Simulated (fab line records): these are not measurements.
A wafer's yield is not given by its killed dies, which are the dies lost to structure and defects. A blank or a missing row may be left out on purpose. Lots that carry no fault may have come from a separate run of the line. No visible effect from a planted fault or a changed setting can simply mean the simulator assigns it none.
Chamber matching -- flow nand_harc -- NHARC_P_GATE_DEP_103 on pecvd-03 has 3 sister chambers
The step deposits SiON, target thk 30 nm. 14 wafers are shown with their chamber, then 7 later ones without.

== EACH WAFER AND ITS CHAMBER ==
wafer,chamber,heater_power_w (W),rf_fwd_power_W (W)
L931.2,1,886,347.5
L931.3,2,859,347.6
L931.6,0,775,348.7
L935.2,1,775,348.9
L935.5,2,796,348.1
L935.6,1,768,349.0
L937.1,1,802,346.9
L937.2,0,864,346.1
L937.6,1,824,346.9
L942.1,2,678,347.9
L942.2,0,744,348.6
L942.3,1,891,347.4
L943.1,2,671,347.8
L943.2,0,670,348.1

SIGNATURES (averages over the wafers above)
reading,chamber 0,chamber 1,chamber 2,scatter within a chamber
heater_power_w,763.25,824.33,751.00,73.3
rf_fwd_power_W,347.875,347.767,347.850,0.907
Rule: for a wafer and a chamber, the distance is found by dividing, reading by reading, the gap between the wafer's reading and the chamber's mean by the reading's scatter, squaring, summing and taking the root. If the next closest chamber is less than 2 further off than the closest, the wafer can't be placed; otherwise it belongs to the closest. The scatter: the root of (the sum of the squares of (reading less its chamber's mean) over the shown wafers, divided by (wafers less chambers)).

== WAFERS MISSING THEIR CHAMBER ==
wafer,heater_power_w (W),rf_fwd_power_W (W)
L943.6,849,348.6
L944.2,784,346.6
L944.5,788,347.3
L944.6,865,348.2
L953.3,809,349.6
L953.4,678,347.5
L953.5,759,348.2

== THE CHAMBER EACH PASSED THROUGH ==
wafer,from the rows above,in truth
L943.6,can't be placed: 1 or 0 or 2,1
L944.2,can't be placed: 1 or 0 or 2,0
L944.5,can't be placed: 1 or 0 or 2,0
L944.6,can't be placed: 1 or 0 or 2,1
L953.3,can't be placed: 0 or 1 or 2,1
L953.4,can't be placed: 2 or 0 or 1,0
L953.5,can't be placed: 0 or 2 or 1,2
Correctly placed: 0 of 7. These rows do not allow placing 7 (true chamber among the candidates in 7). Placed wrongly: 0.
